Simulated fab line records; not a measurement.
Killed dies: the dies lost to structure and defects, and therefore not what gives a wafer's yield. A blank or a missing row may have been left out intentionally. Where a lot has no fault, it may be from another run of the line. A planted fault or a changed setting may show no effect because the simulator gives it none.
fab line records ; flow nandHarc
[record] lots = 7; wafers = 18; lastDay = 33
route steps=1302 shown A_CHANNEL_HOLE_D2@604 A_CHANNEL_FILL_D2@610 END@1302
lots untouched by any fault: they come from a run of this same line in which no faults occurred
startH: the number of hours between the record's first day and the start of the first shown wafer of the lot ; waitH: hours elapsed since this lot's preceding step ; " unchanged from the row above ; L1.1+2: a single row standing in for several wafers ; - no value, or no start given ; * or withheld: withheld ; < > ~ a bound
route shown NAME@n: a module of which the file shows steps, and the number in the route of the first ; usual: mean/standard deviation taken from wafers without a fault ; same: alike in all rows ; chamber/n: place in a boat ; sites: readings site by site ; _std_site: the standard deviation of these ; _edge_site: the outer-site mean with the inner-site mean subtracted ; radiusMm: how far each site lies from the wafer's centre ; mask NAME#n: copy n ; behind: the tool/chamber that last shaped the wafer ; hold: cause of the lot's hold/its duration in hours/its outcome ; device: which transistor (n, p or np) failed to switch ; end of line: at the end of the route, the tests of the same wafers ; a step without rows: its recipe alone ; killed: the dies lost at the first sort to structure and to defects; this is not the yield of the wafer ; map: the dies of a wafer, with x for killed, . for not killed, _ for no die there
set.NAME: the setting the step ran with; set.NAME@STEP: the setting that earlier step ran with ; model.NAME: the simulator's own value behind a step, which no gauge read
lots at some steps of the route; a table a step, a row a wafer
services: the hour from which a tool's chamber was out of use, counted from the record's first day as startH (under 0 if before that day), plus the number of hours and why
[[steps]]
[step NHARC_A_CHANNEL_HOLE_D2_STRIP_28]
[recipe] o2FlowSccm = 500; arFlowSccm = 0; biasW = 0; chemistry = O2
[usual] drypumpMotorCurrentA = 6.0/0.49; oesProductAu = 1.000/0.014; rfVppV = 57.8/0.84; showerheadPlenumPTorr = 3.54/0.14; throttleValvePct = 17.036/0.0093
lot.wafer;tool;chamber;startH;waitH;drypumpMotorCurrentA;oesProductAu;rfHoursCounterH;rfVppV;showerheadPlenumPTorr;throttleValvePct
L902.1;rieDiel-12;1;-;-;5.8;1.007;3.6;56.9;3.41;17.028
L902.6;rieDiel-12;3;-;-;5.7;1.014;-;57.1;3.53;17.041
L902.5;rieDiel-12;0;-;-;6.7;1.002;-;59.9;3.70;17.034
L906.3;rieDiel-08;2;-;-;6.1;0.997;0.6;57.4;3.57;17.039
L906.4;rieDiel-08;1;-;-;6.3;0.989;-;58.8;3.68;17.030
L906.6;rieDiel-08;0;-;-;6.0;1.018;-;57.6;3.41;17.026
L908.1;rieDiel-08;0;-;-;6.0;1.004;1.7;58.3;3.41;17.035
L908.2;rieDiel-08;2;-;-;6.1;0.979;2.0;56.9;3.57;17.026
L908.6;rieDiel-08;3;-;-;6.5;1.028;-;56.9;3.43;17.026
L916.2;rieDiel-08;1;-;-;6.3;0.979;6.0;58.7;3.67;17.035
L916.5;rieDiel-08;1;-;-;6.3;0.991;-;56.2;3.67;17.017
L917.3;rieDiel-12;0;-;-;6.6;1.004;2.2;58.1;3.70;17.026
L917.5;rieDiel-12;1;-;-;5.8;0.980;-;58.4;3.40;17.041
L918.4;rieDiel-08;3;-;-;6.5;1.020;6.0;58.9;3.42;17.041
L918.3;rieDiel-08;0;-;-;6.0;1.002;7.7;57.1;3.41;17.038
L921.4;rieDiel-02;0;-;-;5.8;0.985;5.5;57.9;3.77;17.040
L921.6;rieDiel-02;3;-;-;4.8;1.006;-;57.7;3.32;17.052
L921.5;rieDiel-02;0;-;-;5.9;0.981;-;57.0;3.77;17.038
[step NHARC_A_CHANNEL_HOLE_D2_PRECLEAN_29]
[recipe] timeS = *; tempC = 50; bathAgeMin = 0; chemistry = SC1
[step NHARC_A_CHANNEL_HOLE_D2_SRD_30]
[step NHARC_A_CHANNEL_HOLE_D2_CD_MEAS_31]
[usual] cdNm = 89.6/1.9
lot.wafer;tool;chamber;startH;waitH;cdNm
L902.1;cdSem-02;-;343.11;-;90.0
L902.5;cdSem-02;-;343.11;-;92.1
L902.6;cdSem-02;-;343.11;-;89.0
L906.3;cdSem-01;-;381.72;-;89.0
L906.4;cdSem-01;-;381.72;-;88.3
L906.6;cdSem-01;-;381.72;-;89.5
L908.1;cdSem-03;-;404.48;-;87.2
L908.2;cdSem-03;-;404.48;-;87.6
L908.6;cdSem-03;-;404.48;-;89.4
L916.2;cdSem-02;-;471.55;-;89.1
L916.5;cdSem-02;-;471.55;-;90.8
L917.3;cdSem-02;-;485.33;-;87.5
L917.5;cdSem-02;-;485.33;-;90.5
L918.3;cdSem-03;-;497.49;-;86.7
L918.4;cdSem-03;-;497.49;-;91.0
L921.4;cdSem-02;-;526.17;-;88.8
L921.5;cdSem-02;-;526.17;-;87.2
L921.6;cdSem-02;-;526.17;-;88.1
[step NHARC_A_CHANNEL_HOLE_D2_XSEM_32]
[recipe] landingEnergyEv = 35000
[step NHARC_A_CHANNEL_HOLE_D2_INSPECT_40]
[usual] rawDefectCount = 261/64
lot.wafer;tool;chamber;startH;waitH;rawDefectCount
L902.1;defectInspect-02;-;343.30;-;278
L902.5;defectInspect-02;-;343.30;-;335
L902.6;defectInspect-02;-;343.30;-;319
L906.3;defectInspect-02;-;381.91;-;308
L906.4;defectInspect-02;-;381.91;-;309
L906.6;defectInspect-02;-;381.91;-;213
L908.1;defectInspect-01;-;404.67;-;231
L908.2;defectInspect-01;-;404.67;-;226
L908.6;defectInspect-01;-;404.67;-;232
L916.2;defectInspect-01;-;471.73;-;233
L916.5;defectInspect-01;-;471.73;-;229
L917.3;defectInspect-02;-;485.50;-;391
L917.5;defectInspect-02;-;485.50;-;417
L918.3;defectInspect-01;-;497.67;-;238
L918.4;defectInspect-01;-;497.67;-;217
L921.4;defectInspect-02;-;526.34;-;197
L921.5;defectInspect-02;-;526.34;-;285
L921.6;defectInspect-02;-;526.34;-;260
[step NHARC_A_CHANNEL_FILL_D2_PRECLEAN_00]
[recipe] timeS = *; tempC = 50; bathAgeMin = 0; chemistry = SC1
[step NHARC_A_CHANNEL_FILL_D2_SRD_01]
[step NHARC_A_CHANNEL_FILL_D2_ALD_02]
[recipe] targetThkA = 60; pulseTimeS = 10; aldCycles = 60; tempC = 300; material = SiO2
[usual] aldCycles = 60/0; heaterPowerW = 474/42; precursorPulseHeightRel = 1.000/0.02
lot.wafer;tool;chamber;startH;waitH;aldCycles;heaterPowerW;precursorPulseHeightRel
L902.1;aldHk-01;3;343.71;-;60;432;0.974
L902.5;aldHk-01;0;343.71;-;60;509;0.999
L902.6;aldHk-01;1;343.71;-;60;451;0.973
L906.3;aldHk-03;2;382.10;-;60;427;0.994
L906.4;aldHk-03;1;382.10;-;60;458;0.974
L906.6;aldHk-03;3;382.10;-;60;514;0.990
L908.1;aldHk-03;2;406.46;-;60;425;0.976
L908.2;aldHk-03;0;406.46;-;60;489;1.004
L908.6;aldHk-03;2;406.46;-;60;440;0.981
L916.2;aldHk-02;1;471.92;-;60;492;0.952
L916.5;aldHk-02;2;471.92;-;60;383;0.952
L917.3;aldHk-03;2;485.77;-;60;422;1.004
L917.5;aldHk-03;2;485.77;-;60;421;1.005
L918.4;aldHk-03;1;498.00;-;60;452;1.006
L918.3;aldHk-03;2;498.00;-;60;413;1.014
L921.4;aldHk-03;3;526.61;-;60;521;0.971
L921.5;aldHk-03;2;526.61;-;60;414;1.019
L921.6;aldHk-03;3;526.61;-;60;503;1.000
[step NHARC_A_CHANNEL_FILL_D2_ALD_03]
[recipe] targetThkA = 60; pulseTimeS = 60; aldCycles = 58; tempC = 630; pressureTorr = 2; material = SiNx
[usual] aldCycles = 58/0; chamberPressureTorr = 1.999/0.0042; precursorPulseHeightRel = 1.000/0.018
lot.wafer;tool;chamber;startH;waitH;aldCycles;chamberPressureTorr;precursorPulseHeightRel
L902.1;aldSinBatch-02;0;-;-;58;2.001;1.015
L902.5;aldSinBatch-02;0;-;-;58;2.003;0.977
L902.6;aldSinBatch-02;0;-;-;58;2.010;0.984
L906.3;aldSinBatch-03;0;-;-;58;2.000;1.040
L906.4;aldSinBatch-03;0;-;-;58;2.002;1.006
L906.6;aldSinBatch-03;0;-;-;58;1.998;0.991
L908.1;aldSinBatch-01;0;-;-;58;1.996;0.986
L908.2;aldSinBatch-01;0;-;-;58;1.999;1.020
L908.6;aldSinBatch-01;0;-;-;58;1.998;1.003
L916.2;aldSinBatch-03;0;-;-;58;1.993;0.967
L916.5;aldSinBatch-03;0;-;-;58;1.998;0.998
L917.3;aldSinBatch-03;0;-;-;58;2.008;1.007
L917.5;aldSinBatch-03;0;-;-;58;2.000;0.964
L918.3;aldSinBatch-02;0;-;-;58;1.997;1.022
L918.4;aldSinBatch-02;0;-;-;58;1.995;0.999
L921.4;aldSinBatch-02;0;-;-;58;2.002;1.003
L921.5;aldSinBatch-02;0;-;-;58;1.998;1.029
L921.6;aldSinBatch-02;0;-;-;58;1.998;1.003
[step NHARC_A_CHANNEL_FILL_D2_ALD_14]
[recipe] targetThkA = 25; pulseTimeS = 10; aldCycles = 25; tempC = 300; material = SiO2
[usual] aldCycles = 25/0; heaterPowerW = 472/48; precursorPulseHeightRel = 1.004/0.019
lot.wafer;tool;chamber;startH;waitH;aldCycles;heaterPowerW;precursorPulseHeightRel
L902.1;aldHk-01;0;350.60;0.1;25;525;1.023
L902.5;aldHk-01;3;350.60;0.1;25;432;0.998
L902.6;aldHk-01;0;350.60;0.1;25;524;1.006
L906.3;aldHk-01;3;388.45;0.1;25;447;1.000
L906.4;aldHk-01;0;388.45;0.1;25;513;1.004
L906.6;aldHk-01;2;388.45;0.1;25;568;0.985
L908.1;aldHk-01;3;413.39;0.0;25;438;1.006
L908.2;aldHk-01;1;413.39;0.0;25;456;1.000
L908.6;aldHk-01;0;413.39;0.0;25;538;0.999
L916.2;aldHk-02;0;479.01;0.1;25;441;1.027
L916.5;aldHk-02;3;479.01;0.1;25;429;1.036
L917.3;aldHk-01;2;493.93;1.2;25;571;0.983
L917.5;aldHk-01;1;493.93;1.2;25;476;1.007
L918.3;aldHk-03;0;504.89;0.1;25;482;0.982
L918.4;aldHk-03;2;504.89;0.1;25;424;1.021
L921.4;aldHk-03;2;533.59;0.1;25;420;0.994
L921.5;aldHk-03;1;533.59;0.1;25;468;1.017
L921.6;aldHk-03;2;533.59;0.1;25;417;1.002
[step NHARC_A_CHANNEL_FILL_D2_ALD_15]
[recipe] targetThkA = 20; pulseTimeS = 60; aldCycles = 19; tempC = 630; pressureTorr = 2; material = SiNx
[usual] aldCycles = 19/0; chamberPressureTorr = 2.000/0.0042; precursorPulseHeightRel = 0.999/0.019
lot.wafer;tool;chamber;startH;waitH;aldCycles;chamberPressureTorr;precursorPulseHeightRel
L902.1;aldSinBatch-01;0;-;-;19;1.998;0.993
L902.5;aldSinBatch-01;0;-;-;19;1.997;1.019
L902.6;aldSinBatch-01;0;-;-;19;1.996;1.020
L906.3;aldSinBatch-02;0;-;-;19;2.000;1.003
L906.4;aldSinBatch-02;0;-;-;19;2.002;0.989
L906.6;aldSinBatch-02;0;-;-;19;1.995;0.966
L908.1;aldSinBatch-02;0;-;-;19;2.002;1.009
L908.2;aldSinBatch-02;0;-;-;19;1.991;0.958
L908.6;aldSinBatch-02;0;-;-;19;2.003;0.981
L916.2;aldSinBatch-03;0;-;-;19;1.999;0.989
L916.5;aldSinBatch-03;0;-;-;19;1.999;1.002
L917.3;aldSinBatch-03;0;-;-;19;2.001;1.011
L917.5;aldSinBatch-03;0;-;-;19;2.003;1.011
L918.3;aldSinBatch-02;0;-;-;19;1.997;0.995
L918.4;aldSinBatch-02;0;-;-;19;2.003;1.009
L921.4;aldSinBatch-03;0;-;-;19;1.994;1.008
L921.5;aldSinBatch-03;0;-;-;19;1.998;1.029
L921.6;aldSinBatch-03;0;-;-;19;2.000;0.982
[step NHARC_A_CHANNEL_FILL_D2_ALD_16]
[recipe] targetThkA = 15; pulseTimeS = 10; aldCycles = 15; tempC = 300; material = SiO2
[usual] aldCycles = 15/0; heaterPowerW = 467/44; precursorPulseHeightRel = 1.002/0.02
lot.wafer;tool;chamber;startH;waitH;aldCycles;heaterPowerW;precursorPulseHeightRel
L902.1;aldHk-03;2;355.77;0.0;15;423;1.010
L902.5;aldHk-03;2;355.77;0.0;15;431;0.989
L902.6;aldHk-03;3;355.77;0.0;15;512;0.987
L906.3;aldHk-02;0;393.51;0.0;15;438;0.964
L906.4;aldHk-02;1;393.51;0.0;15;474;1.020
L906.6;aldHk-02;1;393.51;0.0;15;482;0.998
L908.1;aldHk-02;0;421.67;3.2;15;457;0.999
L908.2;aldHk-02;2;421.67;3.2;15;384;0.993
L908.6;aldHk-02;0;421.67;3.2;15;446;1.017
L916.2;aldHk-03;3;484.16;0.1;13;522;1.021
L916.5;aldHk-03;1;484.16;0.1;15;465;1.019
L917.3;aldHk-03;0;499.17;0.1;13;476;1.003
L917.5;aldHk-03;3;499.17;0.1;15;531;1.040
L918.3;aldHk-03;2;510.05;0.1;13;416;1.050
L918.4;aldHk-03;3;510.05;0.1;15;523;1.022
L921.4;aldHk-01;2;539.41;0.7;15;571;1.028
L921.5;aldHk-01;3;539.41;0.7;15;421;0.994
L921.6;aldHk-01;0;539.41;0.7;15;511;1.006
[step NHARC_A_CHANNEL_FILL_D2_ANNEAL_17]
[recipe] tempC = 850; timeS = 1800
[step NHARC_END_SORT_01]
[recipe] tempC = 25
[usual] killedAtArray = 52/16; killedAtOther = 0.8/0.98; killedAtPeriphery = 4.2/2.9; killedDies = 57/16; killedOpen = 3.3/1.9; killedShort = 2.5/1.5
[same] grossDies = 677
lot.wafer;tool;chamber;startH;waitH;killedAtArray;killedAtOther;killedAtPeriphery;killedDies;killedOpen;killedShort
L916.2;prober-01;0;727.20;2.8;61;0;4;65;1;3
L916.5;prober-01;0;729.62;3.7;54;0;6;60;3;4
// killed by level:class
L916.2 A_CHANNEL_HOLE_D1:chamberFilmFlake=33 A_STAIRCASE:chamberFilmFlake=11 A_BLC:chamberFilmFlake=6 A_SLIT:chamberFilmFlake=4 A_ONON_D2:geometricParticle:short=2 P_M0:chamberFilmFlake=2 A_CONTACT:chamberFilmFlake=2 A_CHANNEL_FILL_D2:geometricParticle:open=1
L916.5 A_CHANNEL_HOLE_D1:chamberFilmFlake=25 A_STAIRCASE:chamberFilmFlake=9 A_CONTACT:chamberFilmFlake=5 A_BLC:chamberFilmFlake=5 A_SLIT:chamberFilmFlake=4 P_GATE:chamberFilmFlake=3 P_M0:chamberFilmFlake=2 P_GATE:geometricParticle:open=1
[[services]]
tool;chamber;startH;hours;kind
rieDiel-08;0;324.33;6.1;repair
aldHk-01;-;330.28;1.3;repair
rieDiel-08;3;330.57;57.5;repair
aldHk-02;-;348.11;10.0;pm
rieDiel-02;1;360.45;2.5;repair
rieDiel-08;-;367.81;9.0;pm
rieDiel-02;2;383.97;5.0;repair
rieDiel-02;-;393.70;9.0;pm
rieDiel-02;1;410.84;4.1;repair
aldHk-03;-;417.17;10.0;pm
aldHk-03;0;417.17;10.0;ventCycle
aldHk-03;1;417.17;10.0;ventCycle
aldHk-03;2;417.17;10.0;ventCycle
aldHk-03;3;417.17;10.0;ventCycle
rieDiel-12;1;423.55;55.6;repair
aldHk-03;0;427.17;-;clean
aldHk-03;1;427.17;-;clean
rieDiel-08;3;428.01;9.6;repair
aldHk-02;-;431.84;0.9;repair
rieDiel-12;-;445.40;9.0;pm
aldSinBatch-02;-;476.93;22.4;repair
aldSinBatch-01;-;506.00;26.0;pm
aldHk-02;-;526.11;10.0;pm
rieDiel-12;3;530.82;7.2;repair
[[key]]
[firstSign] step = NHARC_A_CHANNEL_FILL_D2_ALD_16; reading = aldCycles; direction = down; sigmas = 99+; usual = 15; struck = 13
effect none on later readings
metAt NHARC_A_CHANNEL_FILL_D2_ALD_16
struckWafers L916.2,L917.3,L918.3
sortLeftOut L917.3,L918.3
testerLeftOut L916,L917,L918
onsetBetween 355.77 484.16
[fault] kind = processParameterDrift; tool = aldHk-03; chamber = -; onsetH = 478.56; steps = NHARC_A_CHANNEL_FILL_D2_ALD_16; channel = aldCycles; offset = -2; shape = step; endH = 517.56; scope = struckWafersOnly; actsIn = theseRecipesOnly; stated = 15
// testerLeftOut: of these lots the tester's yield and bins aren't shown, on N5 and GAA mostly nor the transistor test; their killed dies are dies lost to structure and defects alone, not to doping, threshold or leakage, so they don't give the yield
// sortLeftOut: the simulated sort isn't trusted on such a fault, so these wafers' sort isn't shown, and their yield isn't known
